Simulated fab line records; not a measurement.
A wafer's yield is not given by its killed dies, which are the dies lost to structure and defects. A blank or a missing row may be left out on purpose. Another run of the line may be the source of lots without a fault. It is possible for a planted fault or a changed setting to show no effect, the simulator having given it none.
Lot-split experiment / flow n5 finfet / 21 wafers read across 7 lots, on a route 1938 steps long

## THE SPLIT
At N5_BEOL_M4_ETCH_70 (etches SOC in N2/H2, target depth 80 nm, overetch 24 nm, time 130 s), the setting time s was moved away from the recipe's 130 s on 6 of the 21 wafers read, by -9.2% to +13.1%. For the rest of the wafers, this setting stayed at what the recipe calls for.

Reading taken at the split's own step.

## THE READING
SiARC_of_BEOL_M4_COAT_68.thk nm (the simulator's own value, which no gauge read), in nm, at N5_BEOL_M4_ETCH_70 (etches SOC in N2/H2, target depth 80 nm, overetch 24 nm, time 130 s). There is no usual value for it anywhere in the file. The 15 wafers here that ran the recipe average 5.8 nm, standard deviation 0.088 nm.

wafer=L074.1; tool, chamber at the split=rie diel-01, 3; time s as run, s=130; against the recipe=recipe; SiARC_of_BEOL_M4_COAT_68.thk nm, nm=5.6; against lot-mates on the recipe=-
wafer=L074.3; tool, chamber at the split=rie diel-01, 0,1; time s as run, s=130; against the recipe=recipe; SiARC_of_BEOL_M4_COAT_68.thk nm, nm=5.8; against lot-mates on the recipe=-
wafer=L074.5; tool, chamber at the split=rie diel-01, 0,1; time s as run, s=130; against the recipe=recipe; SiARC_of_BEOL_M4_COAT_68.thk nm, nm=5.8; against lot-mates on the recipe=-
wafer=L075.2; tool, chamber at the split=rie diel-01, 0,1; time s as run, s=130; against the recipe=recipe; SiARC_of_BEOL_M4_COAT_68.thk nm, nm=5.8; against lot-mates on the recipe=-
wafer=L075.3; tool, chamber at the split=rie diel-01, 0,1; time s as run, s=130; against the recipe=recipe; SiARC_of_BEOL_M4_COAT_68.thk nm, nm=5.8; against lot-mates on the recipe=-
wafer=L075.5; tool, chamber at the split=rie diel-01, 0; time s as run, s=120.6; against the recipe=-7.2%; SiARC_of_BEOL_M4_COAT_68.thk nm, nm=6.2; against lot-mates on the recipe=+0.4
wafer=L079.2; tool, chamber at the split=rie diel-01, 2; time s as run, s=130; against the recipe=recipe; SiARC_of_BEOL_M4_COAT_68.thk nm, nm=6; against lot-mates on the recipe=-
wafer=L079.3; tool, chamber at the split=rie diel-01, 0,1; time s as run, s=130; against the recipe=recipe; SiARC_of_BEOL_M4_COAT_68.thk nm, nm=5.8; against lot-mates on the recipe=-
wafer=L079.4; tool, chamber at the split=rie diel-01, 0,1; time s as run, s=130; against the recipe=recipe; SiARC_of_BEOL_M4_COAT_68.thk nm, nm=5.8; against lot-mates on the recipe=-
wafer=L080.1; tool, chamber at the split=rie diel-01, 3; time s as run, s=139; against the recipe=+6.9%; SiARC_of_BEOL_M4_COAT_68.thk nm, nm=5.2; against lot-mates on the recipe=-0.6
wafer=L080.2; tool, chamber at the split=rie diel-01, 0; time s as run, s=130; against the recipe=recipe; SiARC_of_BEOL_M4_COAT_68.thk nm, nm=5.8; against lot-mates on the recipe=-
wafer=L080.6; tool, chamber at the split=rie diel-01, 2; time s as run, s=139; against the recipe=+6.9%; SiARC_of_BEOL_M4_COAT_68.thk nm, nm=5.6; against lot-mates on the recipe=-0.2
wafer=L083.1; tool, chamber at the split=rie diel-01, 1; time s as run, s=130; against the recipe=recipe; SiARC_of_BEOL_M4_COAT_68.thk nm, nm=5.8; against lot-mates on the recipe=-
wafer=L083.3; tool, chamber at the split=rie diel-01, 3; time s as run, s=130; against the recipe=recipe; SiARC_of_BEOL_M4_COAT_68.thk nm, nm=5.6; against lot-mates on the recipe=-
wafer=L083.6; tool, chamber at the split=rie diel-01, 2; time s as run, s=147; against the recipe=+13.1%; SiARC_of_BEOL_M4_COAT_68.thk nm, nm=5.2; against lot-mates on the recipe=-0.5
wafer=L084.1; tool, chamber at the split=rie diel-03, 2,1,3; time s as run, s=130; against the recipe=recipe; SiARC_of_BEOL_M4_COAT_68.thk nm, nm=5.8; against lot-mates on the recipe=-
wafer=L084.2; tool, chamber at the split=rie diel-03, 2,1,3; time s as run, s=130; against the recipe=recipe; SiARC_of_BEOL_M4_COAT_68.thk nm, nm=5.8; against lot-mates on the recipe=-
wafer=L084.3; tool, chamber at the split=rie diel-03, 2,1,3; time s as run, s=130; against the recipe=recipe; SiARC_of_BEOL_M4_COAT_68.thk nm, nm=5.8; against lot-mates on the recipe=-
wafer=L096.1; tool, chamber at the split=rie diel-01, 0; time s as run, s=130; against the recipe=recipe; SiARC_of_BEOL_M4_COAT_68.thk nm, nm=5.8; against lot-mates on the recipe=-
wafer=L096.3; tool, chamber at the split=rie diel-01, 3; time s as run, s=118.1; against the recipe=-9.2%; SiARC_of_BEOL_M4_COAT_68.thk nm, nm=6.2; against lot-mates on the recipe=+0.4
wafer=L096.4; tool, chamber at the split=rie diel-01, 0; time s as run, s=118.1; against the recipe=-9.2%; SiARC_of_BEOL_M4_COAT_68.thk nm, nm=6.4; against lot-mates on the recipe=+0.6
If several chambers appear in one row, that row covers several wafers at once and the file leaves open which wafer was in which chamber.

THE FIT
A straight line over all 21 wafers: SiARC_of_BEOL_M4_COAT_68.thk nm changes by -0.0522 nm for each +1% of time s; r = -0.92; the points scatter about the line by 0.11 nm.
The same after taking each lot's own level away (the mean of its wafers on the recipe; 21 wafers): -0.0496 nm for each +1%; r = -0.92; scatter 0.1 nm.
On that fit, the largest move of time s shifts the reading by 0.65 nm.
Across the lots, their own levels run from 5.70 to 5.87 nm, a range of 1.9 times the standard deviation given above.
The two slopes are in agreement: the lot-to-lot level therefore moves the slope only a little.
Check: for one of the wafers moved furthest among these (+13.1%), held out of the fit, the line's prediction against its lot-mates is -0.732 nm. Against them it came out at -0.5 nm.

## OTHER SPLITS ON THESE WAFERS
Before the reading, these wafers also passed through other splits. Each is held against what the fit with the lots' levels taken away leaves over:
other split on the same wafers=N5_BEOL_M4_DESCUM_33 time s; wafers away from the commonest value=10; r with SiARC_of_BEOL_M4_COAT_68.thk nm (lot level and that fit taken away)=-0.19

## THE FILE'S OWN FIT
SiARC_of_BEOL_M4_COAT_68.thk nm changes by -0.0473 nm for each +1% of time s, r = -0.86.
